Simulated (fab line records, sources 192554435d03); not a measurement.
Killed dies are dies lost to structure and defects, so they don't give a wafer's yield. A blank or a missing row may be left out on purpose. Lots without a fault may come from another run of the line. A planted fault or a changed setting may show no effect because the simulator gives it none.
fab line records | flow n5_finfet
record lots=5 wafers=15 last_day=20
route steps=1938 shown BEOL_M1@760
lots that met no fault: from a run of the same line without faults
start_h: hours from the record's first day to the start of the lot's first wafer shown | wait_h: hours since the lot's step before | " the same as in the row above | L1.1+2: a row that stands for several wafers | - no value, or no start given | * or withheld: withheld | < > ~ a bound
route shown NAME@n: a module of which the file shows steps, and the number in the route of the first | usual: mean/standard deviation of fault-free wafers | same: alike in all rows | chamber/n: place in a boat | sites: the reading at each site | _std_site: their standard deviation | _edge_site: outer sites' mean less inner sites' | radius_mm: how far each site lies from the wafer's centre | mask NAME#n: copy n | behind: the tool/chamber that last shaped the wafer | hold: why the lot was held/for how many hours/how that ended | device: the transistor (n, p or np) that didn't switch | end of line: the same wafers' tests at the end of the route | a step without rows: its recipe alone | killed: dies lost to structure and defects at the first sort, not the wafer's yield | map: a wafer's dies, x killed, . not, _ none there
set.NAME: the setting as run; set.NAME@STEP: as run at that earlier step | model.NAME: the simulator's own value behind a step, which no gauge read
lots at some steps of the route; a table a step, a row a wafer
services: from which hour (start_h, from the record's first day; less than 0 if before it) a tool's chamber was out of use, for how many hours, and why
## steps
# step N5_BEOL_M1_SOFTBAKE_06
# recipe temp_c=110 time_s=60 resist=CAR-EUV
# columns lot.wafer tool chamber start_h wait_h
L076.2+3+6 litho_track-01 0 - -
L079.2+3+5 litho_track-04 0 - -
L086.1+3+5 litho_track-04 0 - -
L087.3+5+6 litho_track-01 0 - -
L096.1+5+6 litho_track-02 0 - -
# step N5_BEOL_M1_EXPOSE_08
# recipe mask_id=M1 na=0.33 source_shape=dipole sigma_inner=0.369 sigma_outer=0.767 polarization=unpolarized dose_mj=33
# columns lot.wafer tool chamber start_h wait_h mask
L076.2+3+6 euv_scanner-02 0 134.04 - M1#0
L079.2+3+5 euv_scanner-02 0 149.96 - M1#0
L086.1+3+5 euv_scanner-01 0 192.20 - M1#0
L087.3+5+6 euv_scanner-01 0 202.10 - M1#0
L096.1+5+6 euv_scanner-01 0 258.35 - M1#0
# step N5_BEOL_M1_PEB_09
# recipe peb_temp_c=100 peb_time_s=60 resist=CAR-EUV
# columns lot.wafer tool chamber start_h wait_h
L076.2+3+6 litho_track-02 0 134.09 0.0
L079.2+3+5 litho_track-01 0 150.01 0.0
L086.1+3+5 litho_track-01 0 192.26 0.1
L087.3+5+6 litho_track-04 0 202.14 0.0
L096.1+5+6 litho_track-01 0 258.40 0.1
# step N5_BEOL_M1_DEVELOP_10
# recipe develop_time_s=30 developer=TMAH resist=CAR-EUV rinse_liquid=surfactant_rinse dry=air_spin dev_temp_c=23
# usual developer_temp_C=23.01/0.1
# columns lot.wafer tool chamber start_h wait_h developer_temp_C
L076.2 litho_track-02 0 - - 22.86
L076.3 " 0 " " 23.17
L076.6 " 0 " " 22.99
L079.2 litho_track-01 0 - - 23.00
L079.3 " 0 " " 22.87
L079.5 " 0 " " 22.94
L086.1 litho_track-01 0 - - 23.00
L086.3 " 0 " " 23.10
L086.5 " 0 " " 22.99
L087.3 litho_track-04 0 - - 22.83
L087.5 " 0 " " 22.96
L087.6 " 0 " " 22.91
L096.1 litho_track-01 0 - - 22.85
L096.5 " 0 " " 22.90
L096.6 " 0 " " 23.00
# step N5_BEOL_M1_CD_MEAS_11
# recipe target_cd_nm=17.05 landing_energy_ev=500 detector=se_inlens polarity=opening
# usual cd_nm=16.99/0.29
# columns lot.wafer tool chamber start_h wait_h cd_nm
L076.2 cd_sem-03 0 134.16 - 16.83
L076.3 " 0 " " 16.56
L076.6 " 0 " " 17.39
L079.2 cd_sem-03 0 150.08 - 16.44
L079.3 " 0 " " 16.80
L079.5 " 0 " " 16.30
L086.1 cd_sem-02 0 192.33 - 16.56
L086.3 " 0 " " 17.07
L086.5 " 0 " " 16.71
L087.3 cd_sem-02 0 202.21 - 17.34
L087.5 " 0 " " 17.15
L087.6 " 0 " " 16.88
L096.1 cd_sem-02 0 258.47 - 16.88
L096.5 " 0 " " 16.98
L096.6 " 0 " " 16.74
# step N5_BEOL_M1_OVL_MEAS_12
# recipe points_per_wafer=522
# usual M1_OVL=-0.2/0.7
# columns lot.wafer tool chamber start_h wait_h M1_OVL[nm]
L076.2 overlay-02 0 134.19 0.0 0.5
L076.3 " 0 " " -0.1
L076.6 " 0 " " 0.1
L079.2 overlay-02 0 150.12 0.0 0.8
L079.3 " 0 " " 0.3
L079.5 " 0 " " 1.5
L086.1 overlay-02 0 192.36 0.0 0.2
L086.3 " 0 " " -0.6
L086.5 " 0 " " 0.1
L087.3 overlay-02 0 202.25 0.0 -0.3
L087.5 " 0 " " 0.0
L087.6 " 0 " " -0.4
L096.1 overlay-02 0 258.50 0.0 -2.7
L096.5 " 0 " " -1.5
L096.6 " 0 " " -0.5
# step N5_BEOL_M1_INSPECT_13
# recipe mode=adi inspect_instrument=brightfield
# usual raw_defect_count=387/90
# columns lot.wafer tool chamber start_h wait_h raw_defect_count
L076.2 defect_inspect-01 - 134.25 0.0 406
L076.3 " - " " 409
L076.6 " - " " 387
L079.2 defect_inspect-02 - 150.17 0.0 480
L079.3 " - " " 399
L079.5 " - " " 418
L086.1 defect_inspect-02 - 192.42 0.1 476
L086.3 " - " " 510
L086.5 " - " " 380
L087.3 defect_inspect-02 - 202.30 0.0 494
L087.5 " - " " 490
L087.6 " - " " 461
L096.1 defect_inspect-02 - 258.56 0.1 450
L096.5 " - " " 483
L096.6 " - " " 619
# step N5_BEOL_M1_DESCUM_16
# recipe chemistry=O2 time_s=7 source_power_w=50 bias_power_w=20 pressure_mtorr=20 rf_frequency_hz=2.712e+07 temp_c=40 resist=CAR-EUV o2_flow_sccm=225
# usual drypump_motor_current_A=5.6/0.35 o2_flow_sccm=225.0/0.7 oes_product_au=0.78/0.074 rf_vpp_V=243.2/1.5 showerhead_plenum_p_Torr=2.09/0.079 throttle_valve_pct=20.46/0.2
# columns lot.wafer tool chamber start_h wait_h drypump_motor_current_A o2_flow_sccm oes_product_au rf_hours_counter_h rf_vpp_V showerhead_plenum_p_Torr throttle_valve_pct
L076.2 rie_diel-02 0 134.35 0.1 5.5 225.1 0.83 87 242.1 2.03 20.27
L076.3 " 2 " " 5.5 226.2 0.74 166 241.8 2.10 20.47
L076.6 " 2 " " 5.5 226.1 0.75 - 244.0 2.10 20.45
L079.2 rie_diel-03 1 150.48 0.3 6.5 224.2 0.78 144 243.7 2.13 20.66
L079.3 " 0 " " 6.0 226.2 0.90 25 244.9 2.14 20.35
L079.5 " 3 " " 4.9 225.7 0.75 - 243.7 2.17 20.72
L086.1 rie_diel-06 1 192.45 0.0 5.4 224.9 0.85 67 242.7 2.11 20.40
L086.3 " 2 " " 5.8 224.9 0.79 107 241.4 1.96 20.61
L086.5 " 3 " " 5.8 224.5 0.71 - 244.1 2.05 20.40
L087.3 rie_diel-02 0 202.33 0.0 5.6 224.1 0.80 105 241.7 2.02 20.28
L087.5 " 0 " " 5.5 225.1 0.81 - 242.3 2.02 20.28
L087.6 " 1 " " 5.4 225.7 0.85 - 245.2 2.20 20.15
L096.1 rie_diel-06 0 258.59 0.0 5.5 223.8 0.89 39 243.3 2.08 20.33
L096.5 " 3 " " 5.8 226.5 0.69 - 242.7 2.04 20.43
L096.6 " 2 " " 5.8 224.6 0.78 - 239.8 1.95 20.62
# step N5_BEOL_M1_ETCH_74
# recipe chemistry=N2/H2 target=underlayer target_depth_a=65 mask_material=CAR-EUV time_s=5.2 ion_energy_ev=200 pressure_mtorr=30 source_w=840 bias_w=150 n2_flow_sccm=200 h2_flow_sccm=200 ends=cleared
# usual drypump_motor_current_A=5.6/0.35 etch_rf_on_time_s=5.21/0.22 oes_product_au=0.67/0.06 rf_vpp_V=523.8/2.9 showerhead_plenum_p_Torr=2.54/0.091 throttle_valve_pct=17.85/0.2
# columns lot.wafer tool chamber start_h wait_h drypump_motor_current_A etch_rf_on_time_s oes_product_au rf_hours_counter_h rf_vpp_V showerhead_plenum_p_Torr throttle_valve_pct
L076.2 rie_diel-02 0 134.39 0.0 5.6 5.52 0.68 87 521.5 2.48 17.80
L076.3 " 2 " " 5.6 5.04 0.66 166 525.2 2.52 17.83
L076.6 " 2 " " 5.5 4.97 0.66 - 523.0 2.52 17.79
L079.2 rie_diel-03 1 150.51 0.0 6.5 5.29 0.66 144 524.4 2.54 17.71
L079.3 " 0 " " 6.0 5.46 0.74 25 523.5 2.63 18.02
L079.5 " 3 " " 4.9 5.10 0.65 - 524.3 2.64 18.24
L086.1 rie_diel-06 1 192.49 0.0 5.4 5.18 0.72 67 527.3 2.56 17.63
L086.3 " 2 " " 5.9 5.37 0.68 107 516.3 2.36 17.92
L086.5 " 3 " " 5.8 5.18 0.60 - 524.0 2.52 17.96
L087.3 rie_diel-02 0 202.37 0.0 5.5 5.41 0.67 105 520.4 2.48 17.84
L087.5 " 0 " " 5.5 5.47 0.67 - 521.3 2.48 17.87
L087.6 " 1 " " 5.4 4.93 0.74 - 527.7 2.68 17.56
L096.1 rie_diel-06 0 258.63 0.0 5.5 5.25 0.75 39 522.4 2.49 17.57
L096.5 " 3 " " 5.8 5.25 0.58 - 525.0 2.51 18.00
L096.6 " 2 " " 5.9 5.41 0.65 - 520.5 2.36 17.97
# step N5_BEOL_M1_ETCH_63
# recipe chemistry=CF4 target=SiARC target_depth_a=156 mask_material=CAR-EUV time_s=26 ion_energy_ev=80 pressure_mtorr=40 source_w=545 bias_w=36 Ar_flow_sccm=100 cf4_flow_sccm=100 ends=cleared
# usual drypump_motor_current_A=5.6/0.35 etch_rf_on_time_s=26.0/1 oes_product_au=0.67/0.06 rf_vpp_V=184.0/1.2 showerhead_plenum_p_Torr=2.14/0.076 throttle_valve_pct=15.62/0.2
# columns lot.wafer tool chamber start_h wait_h drypump_motor_current_A etch_rf_on_time_s oes_product_au rf_hours_counter_h rf_vpp_V showerhead_plenum_p_Torr throttle_valve_pct
L076.2 rie_diel-02 0 134.40 0.0 5.5 26.6 0.70 87 183.7 2.07 15.39
L076.3 " 2 " " 5.6 24.4 0.67 166 183.5 2.15 15.69
L076.6 " 2 " " 5.5 24.6 0.66 - 184.9 2.15 15.69
L079.2 rie_diel-03 1 150.53 0.0 6.4 26.2 0.67 144 184.8 2.15 15.66
L079.3 " 0 " " 6.0 27.4 0.75 25 184.4 2.19 15.47
L079.5 " 3 " " 4.9 25.5 0.66 - 184.4 2.22 15.91
L086.1 rie_diel-06 1 192.50 0.0 5.4 26.2 0.72 67 184.1 2.18 15.64
L086.3 " 2 " " 5.8 26.7 0.67 107 184.2 2.00 15.62
L086.5 " 3 " " 5.8 25.8 0.60 - 182.8 2.13 15.90
L087.3 rie_diel-02 0 202.38 0.0 5.5 27.0 0.67 105 182.9 2.07 15.42
L087.5 " 0 " " 5.5 26.8 0.67 - 181.5 2.07 15.42
L087.6 " 1 " " 5.5 24.7 0.73 - 185.2 2.26 15.40
L096.1 rie_diel-06 0 258.65 0.0 5.5 25.9 0.77 39 183.7 2.09 15.23
L096.5 " 3 " " 5.8 26.2 0.59 - 183.1 2.13 15.92
L096.6 " 2 " " 5.8 26.8 0.65 - 181.8 1.99 15.67
# step N5_BEOL_M1_ETCH_64
# recipe chemistry=N2/H2 target=SOC target_depth_a=750 overetch_a=150 mask_material=SiARC temp_c=40 time_s=112.5 ion_energy_ev=200 pressure_mtorr=30 source_w=840 bias_w=150 n2_flow_sccm=200 h2_flow_sccm=200
# usual drypump_motor_current_A=5.6/0.35 oes_product_au=0.62/0.054 rf_vpp_V=523.9/2.6 showerhead_plenum_p_Torr=2.54/0.091 throttle_valve_pct=17.81/0.2
# columns lot.wafer tool chamber start_h wait_h drypump_motor_current_A oes_product_au rf_hours_counter_h rf_vpp_V showerhead_plenum_p_Torr throttle_valve_pct
L076.2 rie_diel-02 0 134.43 0.0 5.5 0.65 87 521.7 2.48 17.78
L076.3 " 2 " " 5.5 0.59 166 524.1 2.52 17.75
L076.6 " 2 " " 5.5 0.60 - 523.1 2.52 17.77
L079.2 rie_diel-03 1 150.56 0.0 6.4 0.62 144 525.1 2.54 17.68
L079.3 " 0 " " 6.0 0.71 25 525.6 2.63 17.98
L079.5 " 3 " " 4.9 0.60 - 525.6 2.64 18.20
L086.1 rie_diel-06 1 192.53 0.0 5.4 0.67 67 525.0 2.56 17.60
L086.3 " 2 " " 5.9 0.63 107 518.9 2.36 17.90
L086.5 " 3 " " 5.8 0.56 - 523.5 2.52 17.93
L087.3 rie_diel-02 0 202.41 0.0 5.5 0.64 105 521.7 2.48 17.82
L087.5 " 0 " " 5.5 0.64 - 523.6 2.48 17.82
L087.6 " 1 " " 5.4 0.66 - 528.3 2.68 17.51
L096.1 rie_diel-06 0 258.67 0.0 5.5 0.71 39 522.5 2.48 17.49
L096.5 " 3 " " 5.8 0.55 - 523.1 2.51 17.95
L096.6 " 2 " " 5.9 0.62 - 517.5 2.36 17.91
# step N5_BEOL_M1_STRIP_65
# recipe chemistry=N2/H2 temp_c=40 n2_flow_sccm=200 h2_flow_sccm=200 rf_frequency_hz=6e+07
# columns lot.wafer tool chamber start_h wait_h
L076.2+3+6 rie_diel-02 0,2,2 134.54 0.1
L079.2+3+5 rie_diel-03 1,0,3 150.66 0.1
L086.1+3+5 rie_diel-06 1,2,3 192.64 0.1
L087.3+5+6 rie_diel-02 0,0,1 202.52 0.1
L096.1+5+6 rie_diel-06 0,3,2 258.78 0.1
## services
# columns tool chamber start_h hours kind
euv_scanner-01 - 113.23 1.0 pm
rie_diel-02 3 114.40 6.5 repair
rie_diel-03 1 114.46 10.7 repair
euv_scanner-01 - 118.20 5.8 pm
rie_diel-03 3 139.89 3.5 repair
euv_scanner-02 0 151.97 - calibration
euv_scanner-02 - 153.68 1.0 pm
rie_diel-02 2 162.48 6.6 repair
rie_diel-06 3 163.11 4.1 repair
euv_scanner-01 - 169.38 1.0 pm
rie_diel-03 3 200.07 23.7 repair
euv_scanner-02 - 209.83 1.0 pm
euv_scanner-01 0 216.25 - calibration
rie_diel-03 2 220.43 3.6 repair
euv_scanner-01 - 225.53 1.0 pm
rie_diel-02 3 230.01 2.4 repair
rie_diel-02 0 252.10 6.5 repair
## key
fault none
